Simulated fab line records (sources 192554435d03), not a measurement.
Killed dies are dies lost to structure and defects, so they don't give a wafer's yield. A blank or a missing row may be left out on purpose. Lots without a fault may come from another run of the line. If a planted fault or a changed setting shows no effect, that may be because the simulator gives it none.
Chamber matching -- flow n5_finfet -- 4 sister chambers for N5_BEOL_M3_ETCH_69 on rie_diel-04
The step etches SiARC in CF4, target depth 15.6 nm, time 26 s. 14 wafers are shown with their chamber, then 7 later ones without.

## WAFERS WITH THEIR CHAMBER
wafer,chamber,showerhead_plenum_p_Torr (Torr),drypump_motor_current_A (A),throttle_valve_pct (%)
L076.1,0,2.10,5.8,15.91
L076.3,1,1.98,5.6,15.36
L076.5,2,2.18,6.2,15.12
L077.1,0,2.10,5.8,15.88
L077.2,2,2.18,6.2,15.13
L077.3,3,2.04,5.2,15.55
L078.1,0,2.10,5.8,15.88
L078.5,3,2.04,5.2,15.55
L078.6,2,2.18,6.2,15.12
L080.3,3,2.04,5.2,15.57
L080.4,1,1.97,5.7,15.38
L080.6,0,2.10,5.8,15.92
L082.2,1,1.97,5.7,15.39
L082.3,2,2.18,6.2,15.14

SIGNATURES, as means of the wafers listed above
reading,chamber 0,chamber 1,chamber 2,chamber 3,scatter within a chamber
showerhead_plenum_p_Torr,2.1000,1.9733,2.1800,2.0400,0.00258
drypump_motor_current_A,5.800,5.667,6.200,5.200,0.0258
throttle_valve_pct,15.8975,15.3767,15.1275,15.5567,0.0151
Rule: for each reading, subtract the chamber's mean from the wafer's reading, divide by that reading's scatter and square the result; add these up over the readings and take the root, which gives the wafer's distance from the chamber. If the next closest chamber is less than 2 further off than the closest, the wafer can't be placed; otherwise it belongs to the closest. The scatter: take each reading less its chamber's mean, square it, sum over the shown wafers, divide by the number of wafers less the number of chambers, and take the root.

## WAFERS WITH NO CHAMBER GIVEN
wafer,showerhead_plenum_p_Torr (Torr),drypump_motor_current_A (A),throttle_valve_pct (%)
L082.6,1.97,5.7,15.36
L089.1,1.97,5.7,15.42
L089.4,2.04,5.2,15.60
L089.6,1.97,5.6,15.40
L091.2,1.97,5.7,15.41
L091.5,2.17,6.2,15.17
L091.6,2.04,5.1,15.60

## THE CHAMBER EACH PASSED THROUGH
wafer,from the rows above,in truth
L082.6,1,1
L089.1,1,1
L089.4,3,3
L089.6,1,1
L091.2,1,1
L091.5,2,2
L091.6,3,3
Correctly placed: 7 of 7. Number that these rows cannot place: 0. Number placed wrongly: 0.
